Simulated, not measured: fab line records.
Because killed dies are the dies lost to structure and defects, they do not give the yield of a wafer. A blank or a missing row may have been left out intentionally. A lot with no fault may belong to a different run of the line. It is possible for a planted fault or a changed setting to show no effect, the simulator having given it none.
fab line records | flow nand-harc | part 1 of 2: steps 1 to 4 of 6
[record] lots = 22 wafers = 66 last-day = 25
route steps=1159 shown P_BONDPAD@386 A_ZERO_WELL@403 A_CHANNEL_HOLE_D1@468 A_STAIRCASE@532
lots with no fault: from the same line, run without faults
start-h: the number of hours between the record's first day and the start of the first shown wafer of the lot | wait-h: time in hours since the lot's previous step | " repeats the value in the row above | L1.1+2: a row that stands for several wafers | - no value, or no start given | * or withheld: withheld | < > ~ a bound
route shown NAME@n: NAME is a module with steps in the file, n the number in the route of the first one | usual: mean/standard deviation of fault-free wafers | same: alike in all rows | chamber/n: place in a boat | sites: per-site readings | _std_site: the standard deviation of these | _edge_site: inner sites' mean taken away from outer sites' mean | radius-mm: how far each site lies from the wafer's centre | mask NAME#n: copy n | behind: tool/chamber where the wafer was last shaped | hold: cause of the lot's hold/its duration in hours/its outcome | device: the transistor (n, p or np) that didn't switch | end of line: at the end of the route, the tests of the same wafers | a step without rows: its recipe alone | killed: not the wafer's yield, but the dies lost to structure and defects at the first sort | map: shows each die of a wafer: x if killed, . if not, _ if none is there
set.NAME: the setting that was run; set.NAME@STEP: the one run at that earlier step | model.NAME: the simulator's own value behind a step, which no gauge read
route steps across a sampled set of lots; one table per step, one row per wafer
services: from which hour (start-h, from the record's first day; less than 0 if before it) a tool's chamber was out of use, for how many hours, and why
[[steps]]
[step NHARC_P_BONDPAD_ACTIVATE_29]
[recipe] time-s = 60 n2-flow-sccm = 200 ar-flow-sccm = 0 bias-power-w = 0 chemistry = N2
[usual] drypump-motor-current-A = 5.9/0.38 oes-product-au = 0.995/0.0091 rf-vpp-V = 64.0/0.94 showerhead-plenum-p-Torr = 1.76/0.088
[same] bias-power-w = 0 time-s = 60
// columns lot.wafer tool chamber start-h wait-h drypump-motor-current-A oes-product-au rf-hours-counter-h rf-vpp-V showerhead-plenum-p-Torr
L075.2 rie-diel-08 3 135.28 0.1 6.5 1.012 0 64.1 1.73
L075.3 " 0 " " 5.4 1.013 0 64.6 1.90
L075.6 " 1 " " 5.9 0.999 - 63.1 1.81
L074.1 rie-diel-01 3 135.53 0.1 6.0 0.989 61 64.7 1.79
L074.3 " 0 " " 5.7 1.001 58 65.3 1.75
L074.6 " 0 " " 5.7 1.002 - 63.7 1.75
L077.1 rie-diel-08 1 146.64 0.1 5.9 1.005 2 65.0 1.81
L077.6 " 1 " " 5.9 0.994 - 64.6 1.81
L077.5 " 2 " " 5.9 0.993 - 63.4 1.65
L078.4 rie-diel-08 3 156.25 0.1 6.5 0.998 3 62.4 1.73
L078.1 " 2 " " 5.9 0.989 3 61.7 1.65
L078.6 " 3 " " 6.5 1.004 - 63.5 1.73
L079.1 rie-diel-08 2 162.57 0.1 5.9 0.984 3 63.1 1.65
L079.4 " 0 " " 5.4 1.000 3 64.0 1.90
L079.6 " 1 " " 5.9 0.989 - 63.0 1.81
L080.4 rie-diel-08 0 168.70 0.1 5.4 1.003 4 63.4 1.90
L080.2 " 1 " " 5.9 0.988 4 64.7 1.81
L080.6 " 0 " " 5.4 0.998 - 64.8 1.90
L081.4 rie-diel-08 1 172.11 0.1 5.9 0.997 4 64.8 1.81
L081.1 " 2 " " 5.9 0.978 5 62.6 1.65
L081.3 " 3 " " 6.6 1.007 5 63.1 1.73
L083.1 rie-diel-01 1 184.90 0.1 5.6 0.989 16 63.6 1.67
L083.3 " 0 " " 5.8 1.003 16 64.6 1.75
L083.6 " 3 " " 6.0 0.993 - 64.2 1.79
L084.3 rie-diel-01 3 202.27 0.1 6.0 0.978 22 64.7 1.79
L084.5 " 0 " " 5.8 0.990 - 63.6 1.75
L084.6 " 1 " " 5.6 0.989 - 61.8 1.66
L087.1 rie-diel-08 3 205.28 0.1 6.5 1.005 7 63.4 1.73
L087.2 " 0 " " 5.4 1.005 7 65.3 1.90
L087.6 " 0 " " 5.4 1.008 - 65.1 1.90
L085.4 rie-diel-01 1 207.01 0.1 5.6 0.989 23 64.3 1.66
L085.3 " 2 " " 5.7 1.003 16 63.6 1.68
L085.5 " 0 " " 5.8 0.996 - 65.1 1.74
L086.1 rie-diel-08 3 212.53 0.1 6.5 0.998 8 63.9 1.73
L086.4 " 0 " " 5.4 1.023 7 65.9 1.90
L086.6 " 0 " " 5.4 1.019 - 63.9 1.90
L088.3 rie-diel-08 2 213.90 0.1 5.9 0.996 8 64.0 1.65
L088.1 " 3 " " 6.5 0.989 8 64.5 1.73
L088.5 " 1 " " 5.9 0.987 - 64.8 1.81
L089.1 rie-diel-08 2 220.97 0.1 5.9 0.986 9 64.3 1.65
L089.2 " 0 " " 5.3 1.010 8 64.1 1.90
L089.5 " 2 " " 5.9 0.984 - 62.7 1.65
L090.2 rie-diel-13 2 232.80 0.1 6.5 1.004 48 64.0 1.63
L090.1 " 3 " " 5.4 1.000 44 64.5 1.64
L090.4 " 0 " " 5.7 0.992 46 63.2 1.80
L091.3 rie-diel-08 0 236.78 0.1 5.4 0.995 10 64.6 1.90
L091.1 " 1 " " 5.9 0.985 11 64.9 1.81
L091.4 " 2 " " 5.9 0.985 11 62.9 1.65
L092.1 rie-diel-08 3 239.71 0.1 6.5 0.984 11 64.2 1.73
L092.6 " 0 " " 5.4 0.997 - 64.1 1.90
L092.5 " 1 " " 5.9 0.988 - 65.1 1.81
L093.1 rie-diel-08 3 242.90 0.1 6.5 0.992 11 63.2 1.73
L093.3 " 0 " " 5.4 1.006 11 66.2 1.90
L093.2 " 1 " " 5.9 0.983 11 64.7 1.81
L094.3 rie-diel-08 0 251.48 0.1 5.4 0.984 12 65.2 1.90
L094.4 " 1 " " 5.9 0.975 12 64.3 1.81
L094.6 " 0 " " 5.4 0.993 - 65.8 1.90
L095.2 rie-diel-08 3 252.17 0.1 6.5 1.000 12 62.6 1.73
L095.1 " 0 " " 5.4 0.997 12 65.2 1.90
L095.6 " 1 " " 5.9 0.983 - 63.9 1.81
L096.2 rie-diel-01 3 265.50 0.1 6.0 0.993 49 63.6 1.78
L096.4 " 3 " " 6.0 0.979 - 62.7 1.78
L096.5 " 1 " " 5.6 0.989 - 64.2 1.66
L097.3 rie-diel-08 3 275.61 0.1 6.5 0.999 15 64.0 1.73
L097.1 " 2 " " 5.9 0.993 15 63.4 1.65
L097.6 " 0 " " 5.4 0.998 - 65.9 1.90
[step NHARC_A_ZERO_WELL_DESCUM_12]
[recipe] time-s = 3 o2-flow-sccm = 200 ar-flow-sccm = 0 bias-power-w = 0 chemistry = O2
[usual] drypump-motor-current-A = 6.0/0.48 oes-product-au = 0.995/0.01 rf-vpp-V = 57.9/0.96 showerhead-plenum-p-Torr = 1.92/0.094 throttle-valve-pct = 11.312/0.0081
[same] bias-power-w = 0 time-s = 3
// columns lot.wafer tool chamber start-h wait-h drypump-motor-current-A oes-product-au rf-hours-counter-h rf-vpp-V showerhead-plenum-p-Torr throttle-valve-pct
L075.2 rie-diel-12 2 136.67 - 6.5 0.978 8 57.0 1.93 11.325
L075.3 " 3 " " 5.7 1.008 9 57.9 1.85 11.314
L075.6 " 2 " " 6.5 0.995 - 56.9 1.93 11.311
L074.1 rie-diel-10 0 136.95 - 6.3 1.004 7 56.7 2.05 11.307
L074.3 " 2 " " 6.6 0.987 7 57.9 2.03 11.303
L074.6 " 3 " " 5.8 0.968 - 57.0 1.84 11.304
L077.1 rie-diel-10 0 147.96 - 6.3 0.997 8 57.7 2.04 11.318
L077.5 " 3 " " 5.8 0.993 - 58.5 1.84 11.310
L077.6 " 0 " " 6.3 1.001 - 57.5 2.04 11.311
L078.4 rie-diel-12 3 157.55 - 5.7 0.996 11 57.4 1.85 11.319
L078.1 " 0 " " 5.8 0.999 11 59.3 1.80 11.314
L078.6 " 2 " " 6.5 0.990 - 57.7 1.93 11.318
L079.1 rie-diel-12 3 163.85 - 5.7 1.010 11 57.8 1.84 11.302
L079.4 " 0 " " 5.8 0.995 11 57.0 1.80 11.316
L079.6 " 1 " " 6.5 0.994 - 57.8 1.96 11.311
L080.4 rie-diel-10 2 170.00 - 6.7 0.980 10 60.0 2.03 11.324
L080.2 " 3 " " 5.8 0.978 10 56.7 1.84 11.311
L080.6 " 0 " " 6.3 1.008 - 58.6 2.04 11.297
L081.1 rie-diel-09 1 173.49 - 6.1 1.001 5 57.6 2.04 11.314
L081.4 " 2 " " 5.2 0.994 4 54.9 1.81 11.313
L081.3 " 0 " " 6.2 0.995 5 58.1 2.02 11.311
L083.1 rie-diel-09 0 187.34 - 6.2 0.994 7 59.7 2.02 11.309
L083.3 " 1 " " 6.1 1.006 8 58.6 2.04 11.304
L083.6 " 1 " " 6.1 1.003 - 59.5 2.04 11.309
L084.3 rie-diel-10 2 203.68 - 6.6 0.990 0 59.0 2.03 11.301
L084.6 " 3 " " 5.8 1.001 - 57.9 1.84 11.313
L084.5 " 0 " " 6.3 1.003 - 59.8 2.04 11.306
L087.1 rie-diel-09 2 206.59 - 5.3 0.997 8 57.8 1.81 11.313
L087.2 " 3 " " 6.0 1.009 7 58.7 1.95 11.305
L087.6 " 2 " " 5.3 0.998 - 58.0 1.81 11.309
L085.4 rie-diel-10 1 208.40 - 5.2 0.981 1 57.8 1.82 11.308
L085.3 " 2 " " 6.6 0.997 1 57.5 2.03 11.306
L085.5 " 2 " " 6.6 0.995 - 58.4 2.03 11.330
L086.4 rie-diel-12 0 213.95 - 5.8 0.989 1 56.4 1.80 11.311
L086.1 " 1 " " 6.5 0.991 1 59.1 1.96 11.311
L086.6 " 0 " " 5.8 0.995 - 58.8 1.80 11.314
L088.1 rie-diel-09 3 215.18 - 6.0 1.014 7 57.1 1.95 11.315
L088.3 " 0 " " 6.2 1.007 8 57.7 2.02 11.319
L088.5 " 2 " " 5.2 0.999 - 57.5 1.81 11.306
L089.2 rie-diel-10 0 222.24 - 6.3 1.002 2 58.2 2.04 11.313
L089.1 " 3 " " 5.8 1.002 2 57.6 1.84 11.302
L089.5 " 1 " " 5.2 0.987 - 56.9 1.82 11.313
L090.1 rie-diel-09 1 234.21 - 6.1 0.998 10 60.0 2.04 11.313
L090.2 " 2 " " 5.3 0.991 9 56.6 1.81 11.309
L090.4 " 3 " " 6.0 1.006 - 57.9 1.95 11.306
L091.1 rie-diel-10 1 238.19 - 5.2 0.974 3 57.8 1.82 11.297
L091.3 " 3 " " 5.7 0.999 3 55.9 1.84 11.321
L091.4 " 0 " " 6.3 1.002 3 58.4 2.04 11.294
L092.1 rie-diel-12 2 241.08 - 6.5 0.996 5 57.4 1.93 11.319
L092.6 " 1 " " 6.5 1.008 - 56.6 1.96 11.309
L092.5 " 2 " " 6.5 0.992 - 58.0 1.93 11.307
L093.2 rie-diel-10 1 244.29 - 5.2 0.975 4 56.9 1.82 11.307
L093.3 " 2 " " 6.6 1.003 4 58.3 2.03 11.311
L093.1 " 3 " " 5.8 0.994 3 57.7 1.84 11.325
L094.4 rie-diel-12 3 252.77 - 5.7 0.996 6 58.4 1.84 11.320
L094.3 " 0 " " 5.8 0.995 5 56.4 1.79 11.321
L094.6 " 2 " " 6.6 0.996 - 58.9 1.93 11.310
L095.2 rie-diel-10 0 253.54 - 6.3 1.001 4 59.1 2.04 11.304
L095.1 " 3 " " 5.8 0.995 5 58.3 1.84 11.316
L095.6 " 0 " " 6.3 1.003 - 58.6 2.04 11.325
L096.4 rie-diel-10 0 266.83 - 6.3 1.000 5 57.5 2.04 11.307
L096.2 " 1 " " 5.2 0.976 6 57.3 1.82 11.321
L096.5 " 0 " " 6.3 1.002 - 59.3 2.04 11.308
L097.1 rie-diel-10 3 277.00 - 5.8 0.995 6 58.2 1.84 11.320
L097.3 " 2 " " 6.7 0.991 7 56.4 2.03 11.314
L097.6 " 0 " " 6.3 1.005 - 59.2 2.04 11.309
[step NHARC_A_CHANNEL_HOLE_D1_ETCH_34]
[recipe] target-depth-a = 1540 time-s = 77 cf4-flow-sccm = 100 chf3-flow-sccm = 30 ar-flow-sccm = 0 rf-w = 500 bias-w = 200 chemistry = CF4/CHF3
[usual] bias-w = 200.0/0.6 drypump-motor-current-A = 5.6/0.33 oes-product-au = 0.954/0.022 rf-vpp-V = 370.7/2.7 showerhead-plenum-p-Torr = 1.57/0.077 throttle-valve-pct = 16.803/0.0094
[same] time-s = 77
// columns lot.wafer tool chamber start-h wait-h bias-w drypump-motor-current-A oes-product-au rf-hours-counter-h rf-vpp-V showerhead-plenum-p-Torr throttle-valve-pct
L074.3 rie-diel-11 0 - - 201.1 5.3 0.956 9 374.6 1.66 16.809
L074.1 " 1 " " 199.7 5.6 0.957 9 368.8 1.47 16.787
L074.6 " 0 " " 201.2 5.3 0.974 - 371.2 1.66 16.799
L075.2 rie-diel-07 2 - - 200.8 6.3 0.970 9 371.8 1.61 16.807
L075.3 " 3 " " 200.0 6.1 0.963 9 368.7 1.51 16.800
L075.6 " 3 " " 199.9 6.1 0.971 - 368.1 1.51 16.805
L077.1 rie-diel-07 2 - - 199.7 6.4 0.922 10 372.9 1.61 16.802
L077.6 " 2 " " 200.8 6.4 0.921 - 370.9 1.61 16.812
L077.5 " 3 " " 200.6 6.1 0.927 - 369.1 1.51 16.811
L078.4 rie-diel-11 1 - - 199.6 5.6 0.971 0 367.1 1.47 16.797
L078.1 " 3 " " 199.8 5.3 0.980 0 368.5 1.49 16.811
L078.6 " 1 " " 199.5 5.6 0.961 - 367.6 1.47 16.804
L079.4 rie-diel-02 0 - - 199.9 5.6 0.974 2 373.7 1.65 16.800
L079.1 " 3 " " 201.4 5.6 0.982 2 369.3 1.55 16.791
L079.6 " 0 " " 199.9 5.7 0.981 - 371.6 1.65 16.791
L081.3 rie-diel-07 0 - - 200.2 5.2 0.976 11 370.1 1.57 16.799
L081.1 " 1 " " 199.7 5.5 0.950 11 370.7 1.56 16.799
L081.4 " 2 " " 200.0 6.4 0.954 12 373.1 1.61 16.816
L080.4 rie-diel-11 0 - - 200.8 5.3 0.958 1 373.4 1.66 16.795
L080.2 " 2 " " 199.7 6.1 0.979 1 373.4 1.65 16.816
L080.6 " 0 " " 199.5 5.3 0.962 - 373.7 1.66 16.809
L083.1 rie-diel-11 3 - - 199.8 5.3 0.961 2 368.6 1.49 16.792
L083.3 " 0 " " 200.8 5.3 0.964 2 373.5 1.66 16.788
L083.6 " 3 " " 199.8 5.3 0.954 - 366.9 1.49 16.798
L084.3 rie-diel-11 3 - - 200.5 5.3 0.990 3 367.2 1.49 16.808
L084.5 " 0 " " 199.5 5.3 0.974 - 373.9 1.66 16.812
L084.6 " 1 " " 199.4 5.6 0.963 - 367.2 1.47 16.814
L085.3 rie-diel-02 3 - - 199.4 5.6 0.957 5 369.0 1.54 16.803
L085.4 " 1 " " 199.4 5.9 0.965 6 365.4 1.47 16.796
L085.5 " 3 " " 199.3 5.5 0.956 - 369.0 1.55 16.810
L087.1 rie-diel-11 3 - - 199.4 5.3 0.962 4 368.3 1.49 16.792
L087.2 " 1 " " 199.5 5.7 0.976 4 367.0 1.47 16.797
L087.6 " 2 " " 200.6 6.2 0.972 - 373.0 1.65 16.815
L086.4 rie-diel-11 1 - - 201.0 5.6 0.925 5 367.7 1.47 16.789
L086.1 " 2 " " 200.4 6.2 0.924 4 373.3 1.65 16.804
L086.6 " 1 " " 201.5 5.6 0.941 - 366.6 1.47 16.799
L088.3 rie-diel-02 3 - - 199.2 5.6 0.906 6 370.3 1.54 16.802
L088.1 " 2 " " 199.4 5.4 0.924 7 373.2 1.67 16.805
L088.5 " 3 " " 200.2 5.6 0.908 - 369.5 1.55 16.808
L089.2 rie-diel-02 0 - - 199.2 5.6 0.932 7 373.5 1.64 16.804
L089.1 " 2 " " 200.2 5.5 0.929 8 373.3 1.66 16.794
L089.5 " 0 " " 199.7 5.6 0.935 - 372.5 1.65 16.804
L090.2 rie-diel-02 0 - - 200.7 5.6 0.964 8 373.7 1.64 16.811
L090.1 " 2 " " 200.1 5.4 0.979 9 373.6 1.66 16.802
L090.4 " 3 " " 199.9 5.6 0.947 8 369.8 1.54 16.791
L091.1 rie-diel-07 2 - - 199.6 6.4 0.964 3 372.5 1.61 16.812
L091.3 " 0 " " 200.9 5.2 0.955 3 370.3 1.57 16.795
L091.4 " 2 " " 199.8 6.3 0.953 - 372.9 1.61 16.818
L092.1 rie-diel-02 1 - - 200.5 5.9 0.929 10 367.1 1.47 16.803
L092.5 " 2 " " 198.8 5.4 0.925 - 372.4 1.66 16.780
L092.6 " 3 " " 200.3 5.6 0.906 - 369.0 1.54 16.799
L093.1 rie-diel-11 0 288.01 0.6 199.5 5.3 0.925 6 373.9 1.66 16.786
L093.2 " 0 " " 199.5 5.3 0.936 - 373.0 1.66 16.799
L093.3 " 0 " " 200.4 5.3 0.944 - 372.4 1.66 16.799
L094.4 rie-diel-11 0 - - 199.6 5.3 0.967 8 372.9 1.66 16.798
L094.3 " 2 " " 199.7 6.1 0.956 5 373.6 1.65 16.800
L094.6 " 1 " " 200.8 5.6 0.952 - 367.3 1.47 16.793
L095.2 rie-diel-07 3 - - 200.4 6.1 0.959 4 368.5 1.51 16.803
L095.1 " 2 " " 199.8 6.4 0.969 5 372.3 1.61 16.805
L095.6 " 0 " " 200.5 5.2 0.946 - 370.4 1.57 16.802
L096.4 rie-diel-11 2 - - 200.0 6.2 0.965 5 372.3 1.65 16.808
L096.2 " 3 " " 199.7 5.3 0.959 6 368.6 1.49 16.801
L096.5 " 3 " " 199.3 5.3 0.946 - 367.5 1.49 16.814
L097.3 rie-diel-02 1 - - 199.2 5.9 0.925 12 368.0 1.47 16.807
L097.1 " 2 " " 200.8 5.5 0.926 13 372.4 1.66 16.805
L097.6 " 1 " " 199.2 5.9 0.931 - 366.7 1.47 16.798
[step NHARC_A_CHANNEL_HOLE_D1_ETCH_20]
[recipe] bias-v = 3000 source-w = withheld pressure-mtorr = 20 time-s = 361.9 ar-flow-sccm = 375 c4f8-flow-sccm = 89.3 o2-flow-sccm = 35.7 temp-c = -20 target-depth-a = 16000 chemistry = C4F8/O2/Ar
[usual] drypump-motor-current-A = 5.31/0.19 showerhead-plenum-p-Torr = 3.74/0.14 throttle-valve-pct = 32.154/0.0089
[same] time-s = 361.9
// columns lot.wafer tool chamber start-h wait-h drypump-motor-current-A rf-hours-counter-h showerhead-plenum-p-Torr throttle-valve-pct
L074.1 har-etch-02 0 178.98 0.1 5.13 98 3.88 32.157
L074.3 " 0 " " 5.13 - 3.88 32.160
L074.6 " 1 " " 5.25 - 3.55 32.147
L075.2 har-etch-01 0 180.34 0.1 5.64 192 3.82 32.151
L075.3 " 1 " " 5.39 - 3.82 32.163
L075.6 " 0 " " 5.64 - 3.82 32.159
L077.1 har-etch-02 1 188.64 0.1 5.21 102 3.54 32.155
L077.5 " 1 " " 5.20 - 3.54 32.165
L077.6 " 0 " " 5.16 - 3.88 32.157
L078.1 har-etch-02 1 200.94 0.1 5.21 109 3.54 32.151
L078.4 " 0 " " 5.15 - 3.87 32.142
L078.6 " 0 " " 5.14 - 3.87 32.143
L079.1 har-etch-02 1 205.05 0.1 5.22 113 3.54 32.145
L079.4 " 1 " " 5.21 - 3.54 32.163
L079.6 " 0 " " 5.12 - 3.87 32.169
L081.1 har-etch-01 1 212.83 0.1 5.42 201 3.82 32.145
L081.3 " 1 " " 5.39 - 3.82 32.175
L081.4 " 0 " " 5.63 - 3.82 32.158
L080.2 har-etch-02 0 212.97 0.1 5.15 117 3.87 32.154
L080.4 " 1 " " 5.20 - 3.54 32.152
L080.6 " 1 " " 5.15 - 3.54 32.154
L083.1 har-etch-02 0 232.47 0.1 5.13 122 3.86 32.152
L083.3 " 1 " " 5.20 - 3.53 32.163
L083.6 " 0 " " 5.12 - 3.86 32.152
L084.3 har-etch-01 1 246.11 0.2 5.38 - 3.81 32.157
L084.6 " 0 " " 5.63 - 3.81 32.153
L084.5 " 1 " " 5.38 - 3.81 32.141
L085.4 har-etch-02 1 246.69 0.2 5.21 - 3.53 32.157
L085.3 " 0 " " 5.13 - 3.86 32.143
L085.5 " 0 " " 5.13 - 3.86 32.170
L087.1 har-etch-01 0 250.11 0.1 5.65 219 3.81 32.159
L087.2 " 1 " " 5.39 219 3.81 32.163
L087.6 " 1 " " 5.40 - 3.81 32.160
L086.1 har-etch-02 0 255.49 0.1 5.13 136 3.86 32.165
L086.4 " 1 " " 5.25 - 3.53 32.146
L086.6 " 0 " " 5.13 - 3.86 32.150
L088.1 har-etch-01 1 256.45 0.1 5.38 224 3.81 32.157
L088.3 " 0 " " 5.64 - 3.81 32.143
L088.5 " 1 " " 5.36 - 3.81 32.173
L089.2 har-etch-02 0 266.26 0.1 5.14 141 3.85 32.154
L089.1 " 1 " " 5.21 141 3.52 32.153
L089.5 " 1 " " 5.16 - 3.52 32.137
L090.1 har-etch-02 0 272.94 0.1 5.14 145 3.85 32.141
L090.2 " 1 " " 5.18 145 3.52 32.146
L090.4 " 1 " " 5.21 - 3.52 32.153
L091.1 har-etch-01 0 279.45 0.1 5.64 233 3.80 32.141
L091.3 " 1 " " 5.36 - 3.80 32.156
L091.4 " 0 " " 5.64 - 3.80 32.166
L092.1 har-etch-02 0 280.54 0.1 5.14 149 3.85 32.150
L092.6 " 0 " " 5.13 - 3.85 32.162
L092.5 " 1 " " 5.23 - 3.52 32.152
L093.2 har-etch-01 1 290.03 0.1 5.38 237 3.80 32.155
L093.1 " 0 " " 5.60 237 3.80 32.152
L093.3 " 0 " " 5.62 - 3.80 32.163
L094.3 har-etch-02 1 296.25 0.2 5.23 - 3.52 32.141
L094.4 " 0 " " 5.11 - 3.85 32.152
L094.6 " 1 " " 5.21 - 3.52 32.148
L095.2 har-etch-01 1 297.85 0.1 5.34 242 3.80 32.156
L095.1 " 0 " " 5.64 242 3.80 32.169
L095.6 " 0 " " 5.64 - 3.80 32.157
L096.2 har-etch-02 0 306.49 0.1 5.13 159 3.84 32.163
L096.4 " 1 " " 5.18 - 3.51 32.146
L096.5 " 1 " " 5.19 - 3.51 32.169
L097.1 har-etch-02 0 323.14 0.1 5.15 174 3.83 32.170
L097.3 " 0 " " 5.13 - 3.83 32.161
L097.6 " 0 " " 5.13 - 3.83 32.151
